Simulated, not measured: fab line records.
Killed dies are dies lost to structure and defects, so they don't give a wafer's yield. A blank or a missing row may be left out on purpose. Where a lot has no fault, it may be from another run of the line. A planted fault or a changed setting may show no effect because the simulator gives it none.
Chamber matching :: flow nand_harc :: cmp-03 running NHARC_A_SGD_CUT_CMP_21: 4 sister chambers
The step polishes, target thk 148.19 nm. 16 wafers are shown with their chamber, then 8 later ones without.

WAFERS WITH THEIR CHAMBER
wafer: L075.2
chamber: 1
motor_current_A (A): 11.6
time_to_endpoint_s (s): 50.0
slurry_flow_ml_min: 150.3

wafer: L075.4
chamber: 2
motor_current_A (A): 11.3
time_to_endpoint_s (s): 51.8
slurry_flow_ml_min: 150.0

wafer: L075.5
chamber: 0
motor_current_A (A): 12.4
time_to_endpoint_s (s): 53.3
slurry_flow_ml_min: 149.7

wafer: L077.3
chamber: 2
motor_current_A (A): 10.4
time_to_endpoint_s (s): 51.8
slurry_flow_ml_min: 149.7

wafer: L077.4
chamber: 3
motor_current_A (A): 12.2
time_to_endpoint_s (s): 50.8
slurry_flow_ml_min: 150.2

wafer: L077.5
chamber: 1
motor_current_A (A): 11.2
time_to_endpoint_s (s): 49.6
slurry_flow_ml_min: 150.2

wafer: L078.1
chamber: 1
motor_current_A (A): 11.2
time_to_endpoint_s (s): 49.4
slurry_flow_ml_min: 150.5

wafer: L078.2
chamber: 3
motor_current_A (A): 11.8
time_to_endpoint_s (s): 49.5
slurry_flow_ml_min: 150.0

wafer: L078.4
chamber: 0
motor_current_A (A): 12.1
time_to_endpoint_s (s): 53.8
slurry_flow_ml_min: 150.2

wafer: L080.3
chamber: 3
motor_current_A (A): 11.3
time_to_endpoint_s (s): 48.3
slurry_flow_ml_min: 150.3

wafer: L080.5
chamber: 2
motor_current_A (A): 11.0
time_to_endpoint_s (s): 47.1
slurry_flow_ml_min: 149.5

wafer: L080.6
chamber: 1
motor_current_A (A): 11.8
time_to_endpoint_s (s): 46.7
slurry_flow_ml_min: 149.6

wafer: L084.4
chamber: 0
motor_current_A (A): 12.3
time_to_endpoint_s (s): 51.7
slurry_flow_ml_min: 149.7

wafer: L084.5
chamber: 3
motor_current_A (A): 12.0
time_to_endpoint_s (s): 48.2
slurry_flow_ml_min: 150.0

wafer: L084.6
chamber: 2
motor_current_A (A): 11.1
time_to_endpoint_s (s): 50.5
slurry_flow_ml_min: 150.3

wafer: L088.2
chamber: 0
motor_current_A (A): 12.0
time_to_endpoint_s (s): 47.0
slurry_flow_ml_min: 150.1

SIGNATURES (means of the wafers above)
reading: motor_current_A
chamber 0: 12.200
chamber 1: 11.450
chamber 2: 10.950
chamber 3: 11.825
scatter within a chamber: 0.325

reading: time_to_endpoint_s
chamber 0: 51.450
chamber 1: 48.925
chamber 2: 50.300
chamber 3: 49.200
scatter within a chamber: 2.14

reading: slurry_flow_ml_min
chamber 0: 149.925
chamber 1: 150.150
chamber 2: 149.875
chamber 3: 150.125
scatter within a chamber: 0.302
Rule: a wafer's distance from a chamber is the root of the sum, over the readings, of the square of ((its reading less the chamber's mean) divided by the reading's scatter). The wafer belongs to the nearest chamber; if the next one is less than 2 further off, it can't be placed. The scatter: take each reading less its chamber's mean, square it, sum over the shown wafers, divide by the number of wafers less the number of chambers, and take the root.

WAFERS WITH NO CHAMBER GIVEN
wafer: L088.4
motor_current_A (A): 11.4
time_to_endpoint_s (s): 45.5
slurry_flow_ml_min: 149.7

wafer: L088.5
motor_current_A (A): 11.3
time_to_endpoint_s (s): 46.5
slurry_flow_ml_min: 150.0

wafer: L092.1
motor_current_A (A): 11.7
time_to_endpoint_s (s): 47.0
slurry_flow_ml_min: 150.6

wafer: L092.2
motor_current_A (A): 12.3
time_to_endpoint_s (s): 48.1
slurry_flow_ml_min: 150.4

wafer: L092.5
motor_current_A (A): 11.2
time_to_endpoint_s (s): 48.9
slurry_flow_ml_min: 150.5

wafer: L096.1
motor_current_A (A): 11.5
time_to_endpoint_s (s): 50.6
slurry_flow_ml_min: 149.9

wafer: L096.3
motor_current_A (A): 10.7
time_to_endpoint_s (s): 51.8
slurry_flow_ml_min: 150.6

wafer: L096.6
motor_current_A (A): 11.9
time_to_endpoint_s (s): 48.6
slurry_flow_ml_min: 150.2

WHICH CHAMBER EACH WENT THROUGH
wafer: L088.4
from the rows above: can't be placed: 1 or 3 or 2 or 0
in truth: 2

wafer: L088.5
from the rows above: can't be placed: 1 or 3 or 2
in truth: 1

wafer: L092.1
from the rows above: can't be placed: 1 or 3 or 0 or 2
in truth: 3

wafer: L092.2
from the rows above: can't be placed: 3 or 0 or 1
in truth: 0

wafer: L092.5
from the rows above: can't be placed: 1 or 3 or 2
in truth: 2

wafer: L096.1
from the rows above: can't be placed: 1 or 3 or 2 or 0
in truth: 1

wafer: L096.3
from the rows above: can't be placed: 2 or 1 or 3
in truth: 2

wafer: L096.6
from the rows above: can't be placed: 3 or 1 or 0
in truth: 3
Placed correctly: 0 of 8. Not placeable from these rows: 8 (in 8, the candidates include the true chamber). Number placed wrongly: 0.
